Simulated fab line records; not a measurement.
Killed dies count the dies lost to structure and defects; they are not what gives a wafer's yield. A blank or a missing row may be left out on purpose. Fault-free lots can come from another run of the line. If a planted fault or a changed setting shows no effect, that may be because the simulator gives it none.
fab line records || flow nand-harc || part 2 of 2: steps 27 to 37 of 37
record {"lots": 5, "wafers": 15, "last-day": 24}
route steps=1159 shown P_GATE@151
lots that met no fault: taken from a fault-free run of the same line
start-h: hours from the record's opening day to when the first of the lot's shown wafers began || wait-h: hours from the lot's prior step to this one || " same as the row above || L1.1+2: a single row standing in for several wafers || - either no value or no given start || * or withheld: withheld || < > ~ a bound
route shown NAME@n: NAME is a module with steps in the file, n the number in the route of the first one || usual: mean and standard deviation over wafers with no fault || same: alike in all rows || chamber/n: place in a boat || sites: readings site by site || _std_site: standard deviation across them || _edge_site: the outer-site mean with the inner-site mean subtracted || radius-mm: how far each site lies from the wafer's centre || mask NAME#n: copy n || behind: the most recent tool/chamber to have shaped the wafer || hold: the reason the lot was held/the length of the hold in hours/how it ended || device: the transistor (n, p or np) that didn't switch || end of line: the same wafers' tests at the end of the route || a step without rows: its recipe alone || killed: count of dies lost to structure and defects at first sort (not the wafer's yield) || map: shows each die of a wafer: x if killed, . if not, _ if none is there
set.NAME: the run value of the setting; set.NAME@STEP: its run value at that earlier step || model.NAME: the simulator's own value behind a step, which no gauge read
lots seen at some steps along the route; tables by step, rows by wafer
services: from which hour (start-h, from the record's first day; less than 0 if before it) a tool's chamber was out of use, for how many hours, and why
## steps
# step NHARC_P_GATE_DEHYDRATE_51
# recipe {"temp-c": 150, "time-s": 120}
# usual {"heater-power-total-W": "182.6/1.2"}
# same {"time-s": 120}
{"lot.wafer": "L074.1", "tool": "litho-track-05", "chamber": 0, "start-h": 103.52, "wait-h": "-", "heater-power-total-W": 184.6}
{"lot.wafer": "L074.2", "tool": "litho-track-05", "chamber": 0, "start-h": 103.52, "wait-h": "-", "heater-power-total-W": 182.0}
{"lot.wafer": "L074.6", "tool": "litho-track-05", "chamber": 0, "start-h": 103.52, "wait-h": "-", "heater-power-total-W": 181.0}
{"lot.wafer": "L079.1", "tool": "litho-track-05", "chamber": 0, "start-h": 139.59, "wait-h": "-", "heater-power-total-W": 181.2}
{"lot.wafer": "L079.3", "tool": "litho-track-05", "chamber": 0, "start-h": 139.59, "wait-h": "-", "heater-power-total-W": 184.0}
{"lot.wafer": "L079.6", "tool": "litho-track-05", "chamber": 0, "start-h": 139.59, "wait-h": "-", "heater-power-total-W": 183.6}
{"lot.wafer": "L086.1", "tool": "litho-track-03", "chamber": 0, "start-h": 179.16, "wait-h": "-", "heater-power-total-W": 182.6}
{"lot.wafer": "L086.4", "tool": "litho-track-03", "chamber": 0, "start-h": 179.16, "wait-h": "-", "heater-power-total-W": 184.1}
{"lot.wafer": "L086.5", "tool": "litho-track-03", "chamber": 0, "start-h": 179.16, "wait-h": "-", "heater-power-total-W": 181.2}
{"lot.wafer": "L089.1", "tool": "litho-track-05", "chamber": 0, "start-h": 191.23, "wait-h": "-", "heater-power-total-W": 183.4}
{"lot.wafer": "L089.3", "tool": "litho-track-05", "chamber": 0, "start-h": 191.23, "wait-h": "-", "heater-power-total-W": 180.5}
{"lot.wafer": "L089.6", "tool": "litho-track-05", "chamber": 0, "start-h": 191.23, "wait-h": "-", "heater-power-total-W": 184.8}
{"lot.wafer": "L093.3", "tool": "litho-track-07", "chamber": 0, "start-h": 219.66, "wait-h": "-", "heater-power-total-W": 182.3}
{"lot.wafer": "L093.4", "tool": "litho-track-07", "chamber": 0, "start-h": 219.66, "wait-h": "-", "heater-power-total-W": 183.5}
{"lot.wafer": "L093.6", "tool": "litho-track-07", "chamber": 0, "start-h": 219.66, "wait-h": "-", "heater-power-total-W": 184.3}
# step NHARC_P_GATE_HMDS_52
# recipe {"time-s": 30}
# same {"time-s": 30}
{"lot.wafer": "L074.1+2+6", "tool": "litho-track-05", "chamber": 0, "start-h": "-", "wait-h": "-"}
{"lot.wafer": "L079.1+3+6", "tool": "litho-track-05", "chamber": 0, "start-h": "-", "wait-h": "-"}
{"lot.wafer": "L086.1+4+5", "tool": "litho-track-03", "chamber": 0, "start-h": "-", "wait-h": "-"}
{"lot.wafer": "L089.1+3+6", "tool": "litho-track-05", "chamber": 0, "start-h": "-", "wait-h": "-"}
{"lot.wafer": "L093.3+4+6", "tool": "litho-track-07", "chamber": 0, "start-h": "-", "wait-h": "-"}
# step NHARC_P_GATE_COAT_53
# recipe {"spin-rpm": 3000}
{"lot.wafer": "L074.1+2+6", "tool": "litho-track-05", "chamber": 0, "start-h": "-", "wait-h": "-"}
{"lot.wafer": "L079.1+3+6", "tool": "litho-track-05", "chamber": 0, "start-h": "-", "wait-h": "-"}
{"lot.wafer": "L086.1+4+5", "tool": "litho-track-03", "chamber": 0, "start-h": "-", "wait-h": "-"}
{"lot.wafer": "L089.1+3+6", "tool": "litho-track-05", "chamber": 0, "start-h": "-", "wait-h": "-"}
{"lot.wafer": "L093.3+4+6", "tool": "litho-track-07", "chamber": 0, "start-h": "-", "wait-h": "-"}
# step NHARC_P_GATE_SOFTBAKE_54
# recipe {"temp-c": 122, "time-s": 95}
# usual {"heater-power-total-W": "160.1/0.48"}
# same {"time-s": 95}
{"lot.wafer": "L074.1", "tool": "litho-track-05", "chamber": 0, "start-h": "-", "wait-h": "-", "heater-power-total-W": 159.3}
{"lot.wafer": "L074.2", "tool": "litho-track-05", "chamber": 0, "start-h": "-", "wait-h": "-", "heater-power-total-W": 160.6}
{"lot.wafer": "L074.6", "tool": "litho-track-05", "chamber": 0, "start-h": "-", "wait-h": "-", "heater-power-total-W": 159.8}
{"lot.wafer": "L079.1", "tool": "litho-track-05", "chamber": 0, "start-h": "-", "wait-h": "-", "heater-power-total-W": 160.3}
{"lot.wafer": "L079.3", "tool": "litho-track-05", "chamber": 0, "start-h": "-", "wait-h": "-", "heater-power-total-W": 160.1}
{"lot.wafer": "L079.6", "tool": "litho-track-05", "chamber": 0, "start-h": "-", "wait-h": "-", "heater-power-total-W": 160.1}
{"lot.wafer": "L086.1", "tool": "litho-track-03", "chamber": 0, "start-h": "-", "wait-h": "-", "heater-power-total-W": 160.2}
{"lot.wafer": "L086.4", "tool": "litho-track-03", "chamber": 0, "start-h": "-", "wait-h": "-", "heater-power-total-W": 159.8}
{"lot.wafer": "L086.5", "tool": "litho-track-03", "chamber": 0, "start-h": "-", "wait-h": "-", "heater-power-total-W": 160.5}
{"lot.wafer": "L089.1", "tool": "litho-track-05", "chamber": 0, "start-h": "-", "wait-h": "-", "heater-power-total-W": 160.4}
{"lot.wafer": "L089.3", "tool": "litho-track-05", "chamber": 0, "start-h": "-", "wait-h": "-", "heater-power-total-W": 160.7}
{"lot.wafer": "L089.6", "tool": "litho-track-05", "chamber": 0, "start-h": "-", "wait-h": "-", "heater-power-total-W": 160.1}
{"lot.wafer": "L093.3", "tool": "litho-track-07", "chamber": 0, "start-h": "-", "wait-h": "-", "heater-power-total-W": 160.7}
{"lot.wafer": "L093.4", "tool": "litho-track-07", "chamber": 0, "start-h": "-", "wait-h": "-", "heater-power-total-W": 160.0}
{"lot.wafer": "L093.6", "tool": "litho-track-07", "chamber": 0, "start-h": "-", "wait-h": "-", "heater-power-total-W": 160.6}
# step NHARC_P_GATE_EBR_55
{"lot.wafer": "L074.1+2+6", "tool": "litho-track-05", "chamber": 0, "start-h": "-", "wait-h": "-"}
{"lot.wafer": "L079.1+3+6", "tool": "litho-track-05", "chamber": 0, "start-h": "-", "wait-h": "-"}
{"lot.wafer": "L086.1+4+5", "tool": "litho-track-03", "chamber": 0, "start-h": "-", "wait-h": "-"}
{"lot.wafer": "L089.1+3+6", "tool": "litho-track-05", "chamber": 0, "start-h": "-", "wait-h": "-"}
{"lot.wafer": "L093.3+4+6", "tool": "litho-track-07", "chamber": 0, "start-h": "-", "wait-h": "-"}
# step NHARC_P_GATE_EXPOSE_56
# recipe {"na": 0.6, "target-cd-nm": 720, "dose-mj": 14.81, "mask-id": "P_PSD"}
# usual {"reticle-temp-C": "23.00/0.11"}
{"lot.wafer": "L074.1", "tool": "krf-scanner-02", "chamber": 0, "start-h": 103.66, "wait-h": "-", "mask": "P_PSD#0", "reticle-temp-C": 22.96}
{"lot.wafer": "L074.2", "tool": "krf-scanner-02", "chamber": 0, "start-h": 103.66, "wait-h": "-", "mask": "P_PSD#0", "reticle-temp-C": 23.02}
{"lot.wafer": "L074.6", "tool": "krf-scanner-02", "chamber": 0, "start-h": 103.66, "wait-h": "-", "mask": "P_PSD#0", "reticle-temp-C": 22.91}
{"lot.wafer": "L079.1", "tool": "krf-scanner-03", "chamber": 0, "start-h": 139.86, "wait-h": "-", "mask": "P_PSD#0", "reticle-temp-C": 22.94}
{"lot.wafer": "L079.3", "tool": "krf-scanner-03", "chamber": 0, "start-h": 139.86, "wait-h": "-", "mask": "P_PSD#0", "reticle-temp-C": 22.97}
{"lot.wafer": "L079.6", "tool": "krf-scanner-03", "chamber": 0, "start-h": 139.86, "wait-h": "-", "mask": "P_PSD#0", "reticle-temp-C": 22.81}
{"lot.wafer": "L086.1", "tool": "krf-scanner-03", "chamber": 0, "start-h": 179.43, "wait-h": "-", "mask": "P_PSD#0", "reticle-temp-C": 22.97}
{"lot.wafer": "L086.4", "tool": "krf-scanner-03", "chamber": 0, "start-h": 179.43, "wait-h": "-", "mask": "P_PSD#0", "reticle-temp-C": 22.93}
{"lot.wafer": "L086.5", "tool": "krf-scanner-03", "chamber": 0, "start-h": 179.43, "wait-h": "-", "mask": "P_PSD#0", "reticle-temp-C": 23.04}
{"lot.wafer": "L089.1", "tool": "krf-scanner-01", "chamber": 0, "start-h": 191.50, "wait-h": "-", "mask": "P_PSD#0", "reticle-temp-C": 23.13}
{"lot.wafer": "L089.3", "tool": "krf-scanner-01", "chamber": 0, "start-h": 191.50, "wait-h": "-", "mask": "P_PSD#0", "reticle-temp-C": 23.11}
{"lot.wafer": "L089.6", "tool": "krf-scanner-01", "chamber": 0, "start-h": 191.50, "wait-h": "-", "mask": "P_PSD#0", "reticle-temp-C": 22.94}
{"lot.wafer": "L093.3", "tool": "krf-scanner-02", "chamber": 0, "start-h": 219.94, "wait-h": "-", "mask": "P_PSD#0", "reticle-temp-C": 23.00}
{"lot.wafer": "L093.4", "tool": "krf-scanner-02", "chamber": 0, "start-h": 219.94, "wait-h": "-", "mask": "P_PSD#0", "reticle-temp-C": 23.00}
{"lot.wafer": "L093.6", "tool": "krf-scanner-02", "chamber": 0, "start-h": 219.94, "wait-h": "-", "mask": "P_PSD#0", "reticle-temp-C": 22.96}
# step NHARC_P_GATE_PEB_57
# recipe {"peb-temp-c": 118, "peb-time-s": 85}
# usual {"heater-power-total-W": "163.97/0.27"}
{"lot.wafer": "L074.1", "tool": "litho-track-03", "chamber": 0, "start-h": 103.73, "wait-h": 0.1, "heater-power-total-W": 163.81}
{"lot.wafer": "L074.2", "tool": "litho-track-03", "chamber": 0, "start-h": 103.73, "wait-h": 0.1, "heater-power-total-W": 164.42}
{"lot.wafer": "L074.6", "tool": "litho-track-03", "chamber": 0, "start-h": 103.73, "wait-h": 0.1, "heater-power-total-W": 164.18}
{"lot.wafer": "L079.1", "tool": "litho-track-03", "chamber": 0, "start-h": 139.92, "wait-h": 0.1, "heater-power-total-W": 163.62}
{"lot.wafer": "L079.3", "tool": "litho-track-03", "chamber": 0, "start-h": 139.92, "wait-h": 0.1, "heater-power-total-W": 163.68}
{"lot.wafer": "L079.6", "tool": "litho-track-03", "chamber": 0, "start-h": 139.92, "wait-h": 0.1, "heater-power-total-W": 164.06}
{"lot.wafer": "L086.1", "tool": "litho-track-05", "chamber": 0, "start-h": 179.49, "wait-h": 0.1, "heater-power-total-W": 164.04}
{"lot.wafer": "L086.4", "tool": "litho-track-05", "chamber": 0, "start-h": 179.49, "wait-h": 0.1, "heater-power-total-W": 163.67}
{"lot.wafer": "L086.5", "tool": "litho-track-05", "chamber": 0, "start-h": 179.49, "wait-h": 0.1, "heater-power-total-W": 164.04}
{"lot.wafer": "L089.1", "tool": "litho-track-05", "chamber": 0, "start-h": 191.57, "wait-h": 0.1, "heater-power-total-W": 163.97}
{"lot.wafer": "L089.3", "tool": "litho-track-05", "chamber": 0, "start-h": 191.57, "wait-h": 0.1, "heater-power-total-W": 163.74}
{"lot.wafer": "L089.6", "tool": "litho-track-05", "chamber": 0, "start-h": 191.57, "wait-h": 0.1, "heater-power-total-W": 164.37}
{"lot.wafer": "L093.3", "tool": "litho-track-05", "chamber": 0, "start-h": 220.00, "wait-h": 0.1, "heater-power-total-W": 164.22}
{"lot.wafer": "L093.4", "tool": "litho-track-05", "chamber": 0, "start-h": 220.00, "wait-h": 0.1, "heater-power-total-W": 163.69}
{"lot.wafer": "L093.6", "tool": "litho-track-05", "chamber": 0, "start-h": 220.00, "wait-h": 0.1, "heater-power-total-W": 164.09}
# step NHARC_P_GATE_DEVELOP_58
# recipe {"time-s": 70}
# same {"time-s": 70}
{"lot.wafer": "L074.1+2+6", "tool": "litho-track-03", "chamber": 0, "start-h": "-", "wait-h": "-"}
{"lot.wafer": "L079.1+3+6", "tool": "litho-track-03", "chamber": 0, "start-h": "-", "wait-h": "-"}
{"lot.wafer": "L086.1+4+5", "tool": "litho-track-05", "chamber": 0, "start-h": "-", "wait-h": "-"}
{"lot.wafer": "L089.1+3+6", "tool": "litho-track-05", "chamber": 0, "start-h": "-", "wait-h": "-"}
{"lot.wafer": "L093.3+4+6", "tool": "litho-track-05", "chamber": 0, "start-h": "-", "wait-h": "-"}
# step NHARC_P_GATE_CD_MEAS_59
# recipe {"target-cd-nm": 720, "landing-energy-ev": 500}
# usual {"cd-nm": "719.5/1.9"}
{"lot.wafer": "L074.1", "tool": "cd-sem-02", "chamber": 0, "start-h": 103.82, "wait-h": "-", "cd-nm": 722.4}
{"lot.wafer": "L074.2", "tool": "cd-sem-02", "chamber": 0, "start-h": 103.82, "wait-h": "-", "cd-nm": 719.5}
{"lot.wafer": "L074.6", "tool": "cd-sem-02", "chamber": 0, "start-h": 103.82, "wait-h": "-", "cd-nm": 719.2}
{"lot.wafer": "L079.1", "tool": "cd-sem-02", "chamber": 0, "start-h": 140.01, "wait-h": "-", "cd-nm": 720.0}
{"lot.wafer": "L079.3", "tool": "cd-sem-02", "chamber": 0, "start-h": 140.01, "wait-h": "-", "cd-nm": 718.2}
{"lot.wafer": "L079.6", "tool": "cd-sem-02", "chamber": 0, "start-h": 140.01, "wait-h": "-", "cd-nm": 721.3}
{"lot.wafer": "L086.1", "tool": "cd-sem-01", "chamber": 0, "start-h": 179.58, "wait-h": "-", "cd-nm": 720.8}
{"lot.wafer": "L086.4", "tool": "cd-sem-01", "chamber": 0, "start-h": 179.58, "wait-h": "-", "cd-nm": 721.2}
{"lot.wafer": "L086.5", "tool": "cd-sem-01", "chamber": 0, "start-h": 179.58, "wait-h": "-", "cd-nm": 716.5}
{"lot.wafer": "L089.1", "tool": "cd-sem-01", "chamber": 0, "start-h": 191.66, "wait-h": "-", "cd-nm": 719.1}
{"lot.wafer": "L089.3", "tool": "cd-sem-01", "chamber": 0, "start-h": 191.66, "wait-h": "-", "cd-nm": 717.0}
{"lot.wafer": "L089.6", "tool": "cd-sem-01", "chamber": 0, "start-h": 191.66, "wait-h": "-", "cd-nm": 718.9}
{"lot.wafer": "L093.3", "tool": "cd-sem-02", "chamber": 0, "start-h": 220.09, "wait-h": "-", "cd-nm": 718.2}
{"lot.wafer": "L093.4", "tool": "cd-sem-02", "chamber": 0, "start-h": 220.09, "wait-h": "-", "cd-nm": 718.6}
{"lot.wafer": "L093.6", "tool": "cd-sem-02", "chamber": 0, "start-h": 220.09, "wait-h": "-", "cd-nm": 719.1}
# step NHARC_P_GATE_HARDBAKE_60
# recipe {"temp-c": 125, "time-s": 80}
# usual {"heater-power-total-W": "183.9/0.73"}
# same {"time-s": 80}
{"lot.wafer": "L074.1", "tool": "litho-track-03", "chamber": 0, "start-h": 103.90, "wait-h": "-", "heater-power-total-W": 182.9}
{"lot.wafer": "L074.2", "tool": "litho-track-03", "chamber": 0, "start-h": 103.90, "wait-h": "-", "heater-power-total-W": 185.0}
{"lot.wafer": "L074.6", "tool": "litho-track-03", "chamber": 0, "start-h": 103.90, "wait-h": "-", "heater-power-total-W": 182.8}
{"lot.wafer": "L079.1", "tool": "litho-track-07", "chamber": 0, "start-h": 140.09, "wait-h": "-", "heater-power-total-W": 183.8}
{"lot.wafer": "L079.3", "tool": "litho-track-07", "chamber": 0, "start-h": 140.09, "wait-h": "-", "heater-power-total-W": 182.9}
{"lot.wafer": "L079.6", "tool": "litho-track-07", "chamber": 0, "start-h": 140.09, "wait-h": "-", "heater-power-total-W": 184.6}
{"lot.wafer": "L086.1", "tool": "litho-track-07", "chamber": 0, "start-h": 179.66, "wait-h": "-", "heater-power-total-W": 183.8}
{"lot.wafer": "L086.4", "tool": "litho-track-07", "chamber": 0, "start-h": 179.66, "wait-h": "-", "heater-power-total-W": 183.7}
{"lot.wafer": "L086.5", "tool": "litho-track-07", "chamber": 0, "start-h": 179.66, "wait-h": "-", "heater-power-total-W": 184.7}
{"lot.wafer": "L089.1", "tool": "litho-track-05", "chamber": 0, "start-h": 191.74, "wait-h": "-", "heater-power-total-W": 184.3}
{"lot.wafer": "L089.3", "tool": "litho-track-05", "chamber": 0, "start-h": 191.74, "wait-h": "-", "heater-power-total-W": 182.8}
{"lot.wafer": "L089.6", "tool": "litho-track-05", "chamber": 0, "start-h": 191.74, "wait-h": "-", "heater-power-total-W": 184.7}
{"lot.wafer": "L093.3", "tool": "litho-track-03", "chamber": 0, "start-h": 220.17, "wait-h": "-", "heater-power-total-W": 183.5}
{"lot.wafer": "L093.4", "tool": "litho-track-03", "chamber": 0, "start-h": 220.17, "wait-h": "-", "heater-power-total-W": 184.8}
{"lot.wafer": "L093.6", "tool": "litho-track-03", "chamber": 0, "start-h": 220.17, "wait-h": "-", "heater-power-total-W": 184.7}
# step NHARC_P_GATE_DESCUM_61
# recipe {"time-s": 3, "o2-flow-sccm": 200, "ar-flow-sccm": 0, "bias-power-w": 0, "chemistry": "O2"}
# usual {"drypump-motor-current-A": "5.8/0.51", "oes-product-au": "0.999/0.0098", "rf-vpp-V": "57.7/0.91", "showerhead-plenum-p-Torr": "1.90/0.066", "throttle-valve-pct": "11.312/0.0086"}
# same {"bias-power-w": 0, "time-s": 3}
{"lot.wafer": "L074.2", "tool": "rie-diel-01", "chamber": 3, "start-h": 103.98, "wait-h": "-", "drypump-motor-current-A": 6.2, "oes-product-au": 1.006, "rf-hours-counter-h": 26, "rf-vpp-V": 57.8, "showerhead-plenum-p-Torr": 1.87, "throttle-valve-pct": 11.312}
{"lot.wafer": "L074.1", "tool": "rie-diel-01", "chamber": 2, "start-h": 103.98, "wait-h": "-", "drypump-motor-current-A": 5.1, "oes-product-au": 1.019, "rf-hours-counter-h": 25, "rf-vpp-V": 57.3, "showerhead-plenum-p-Torr": 1.87, "throttle-valve-pct": 11.318}
{"lot.wafer": "L074.6", "tool": "rie-diel-01", "chamber": 3, "start-h": 103.98, "wait-h": "-", "drypump-motor-current-A": 6.2, "oes-product-au": 1.006, "rf-hours-counter-h": "-", "rf-vpp-V": 57.2, "showerhead-plenum-p-Torr": 1.87, "throttle-valve-pct": 11.328}
{"lot.wafer": "L079.3", "tool": "rie-diel-12", "chamber": 2, "start-h": 140.17, "wait-h": "-", "drypump-motor-current-A": 5.6, "oes-product-au": 1.012, "rf-hours-counter-h": 35, "rf-vpp-V": 56.8, "showerhead-plenum-p-Torr": 1.84, "throttle-valve-pct": 11.319}
{"lot.wafer": "L079.1", "tool": "rie-diel-12", "chamber": 0, "start-h": 140.17, "wait-h": "-", "drypump-motor-current-A": 6.6, "oes-product-au": 0.996, "rf-hours-counter-h": 32, "rf-vpp-V": 56.8, "showerhead-plenum-p-Torr": 1.90, "throttle-valve-pct": 11.304}
{"lot.wafer": "L079.6", "tool": "rie-diel-12", "chamber": 2, "start-h": 140.17, "wait-h": "-", "drypump-motor-current-A": 5.7, "oes-product-au": 0.999, "rf-hours-counter-h": "-", "rf-vpp-V": 57.4, "showerhead-plenum-p-Torr": 1.84, "throttle-valve-pct": 11.312}
{"lot.wafer": "L086.4", "tool": "rie-diel-02", "chamber": 2, "start-h": 179.74, "wait-h": "-", "drypump-motor-current-A": 5.4, "oes-product-au": 1.004, "rf-hours-counter-h": 7, "rf-vpp-V": 56.7, "showerhead-plenum-p-Torr": 1.77, "throttle-valve-pct": 11.299}
{"lot.wafer": "L086.1", "tool": "rie-diel-02", "chamber": 1, "start-h": 179.74, "wait-h": "-", "drypump-motor-current-A": 6.7, "oes-product-au": 1.001, "rf-hours-counter-h": 7, "rf-vpp-V": 58.5, "showerhead-plenum-p-Torr": 1.89, "throttle-valve-pct": 11.305}
{"lot.wafer": "L086.5", "tool": "rie-diel-02", "chamber": 3, "start-h": 179.74, "wait-h": "-", "drypump-motor-current-A": 6.1, "oes-product-au": 0.997, "rf-hours-counter-h": "-", "rf-vpp-V": 58.6, "showerhead-plenum-p-Torr": 2.01, "throttle-valve-pct": 11.292}
{"lot.wafer": "L089.1", "tool": "rie-diel-01", "chamber": 3, "start-h": 191.83, "wait-h": "-", "drypump-motor-current-A": 6.2, "oes-product-au": 1.003, "rf-hours-counter-h": 9, "rf-vpp-V": 57.8, "showerhead-plenum-p-Torr": 1.86, "throttle-valve-pct": 11.325}
{"lot.wafer": "L089.3", "tool": "rie-diel-01", "chamber": 0, "start-h": 191.83, "wait-h": "-", "drypump-motor-current-A": 5.7, "oes-product-au": 0.995, "rf-hours-counter-h": 9, "rf-vpp-V": 57.1, "showerhead-plenum-p-Torr": 1.91, "throttle-valve-pct": 11.324}
{"lot.wafer": "L089.6", "tool": "rie-diel-01", "chamber": 3, "start-h": 191.83, "wait-h": "-", "drypump-motor-current-A": 6.2, "oes-product-au": 0.998, "rf-hours-counter-h": "-", "rf-vpp-V": 57.4, "showerhead-plenum-p-Torr": 1.86, "throttle-valve-pct": 11.308}
{"lot.wafer": "L093.3", "tool": "rie-diel-02", "chamber": 1, "start-h": 220.28, "wait-h": "-", "drypump-motor-current-A": 6.7, "oes-product-au": 0.995, "rf-hours-counter-h": 23, "rf-vpp-V": 58.3, "showerhead-plenum-p-Torr": 1.88, "throttle-valve-pct": 11.310}
{"lot.wafer": "L093.4", "tool": "rie-diel-02", "chamber": 0, "start-h": 220.28, "wait-h": "-", "drypump-motor-current-A": 6.6, "oes-product-au": 0.988, "rf-hours-counter-h": 25, "rf-vpp-V": 58.5, "showerhead-plenum-p-Torr": 1.87, "throttle-valve-pct": 11.317}
{"lot.wafer": "L093.6", "tool": "rie-diel-02", "chamber": 2, "start-h": 220.28, "wait-h": "-", "drypump-motor-current-A": 5.4, "oes-product-au": 0.992, "rf-hours-counter-h": "-", "rf-vpp-V": 56.4, "showerhead-plenum-p-Torr": 1.77, "throttle-valve-pct": 11.307}
## services
{"tool": "rie-diel-01", "chamber": 1, "start-h": 70.70, "hours": 4.6, "kind": "repair"}
{"tool": "krf-scanner-02", "chamber": "-", "start-h": 79.20, "hours": 5.6, "kind": "repair"}
{"tool": "krf-scanner-03", "chamber": "-", "start-h": 93.27, "hours": 0.3, "kind": "repair"}
{"tool": "rie-diel-12", "chamber": 3, "start-h": 99.58, "hours": 4.0, "kind": "repair"}
{"tool": "plasma-asher-01", "chamber": "-", "start-h": 100.99, "hours": 9.0, "kind": "pm"}
{"tool": "krf-scanner-02", "chamber": "-", "start-h": 106.36, "hours": 2.0, "kind": "repair"}
{"tool": "krf-scanner-03", "chamber": "-", "start-h": 123.71, "hours": 1.2, "kind": "repair"}
{"tool": "ald-sin-02", "chamber": 3, "start-h": 124.65, "hours": 13.2, "kind": "repair"}
{"tool": "rie-diel-01", "chamber": "-", "start-h": 137.80, "hours": 9.0, "kind": "pm"}
{"tool": "implanter-01", "chamber": "-", "start-h": 144.29, "hours": 4.3, "kind": "repair"}
{"tool": "wet-bench-03", "chamber": "-", "start-h": 146.40, "hours": 8.0, "kind": "pm"}
{"tool": "rie-diel-02", "chamber": "-", "start-h": 150.78, "hours": 9.0, "kind": "pm"}
{"tool": "wet-bench-04", "chamber": "-", "start-h": 163.20, "hours": 8.0, "kind": "pm"}
{"tool": "krf-scanner-03", "chamber": "-", "start-h": 168.00, "hours": 4.0, "kind": "pm"}
{"tool": "wet-bench-02", "chamber": "-", "start-h": 180.07, "hours": 8.0, "kind": "pm"}
{"tool": "implanter-01", "chamber": "-", "start-h": 183.62, "hours": 2.7, "kind": "repair"}
{"tool": "litho-track-07", "chamber": "-", "start-h": 189.00, "hours": 7.0, "kind": "pm"}
{"tool": "rie-diel-12", "chamber": 3, "start-h": 192.43, "hours": 5.1, "kind": "repair"}
{"tool": "rie-diel-12", "chamber": "-", "start-h": 202.62, "hours": 9.0, "kind": "pm"}
{"tool": "rie-diel-01", "chamber": 3, "start-h": 204.20, "hours": 3.6, "kind": "repair"}
{"tool": "krf-scanner-02", "chamber": "-", "start-h": 210.00, "hours": 4.0, "kind": "pm"}
{"tool": "rie-diel-12", "chamber": "-", "start-h": 212.33, "hours": 1.2, "kind": "repair"}
{"tool": "litho-track-03", "chamber": "-", "start-h": 213.00, "hours": 7.0, "kind": "pm"}
{"tool": "rie-diel-01", "chamber": 1, "start-h": 216.27, "hours": 6.4, "kind": "repair"}
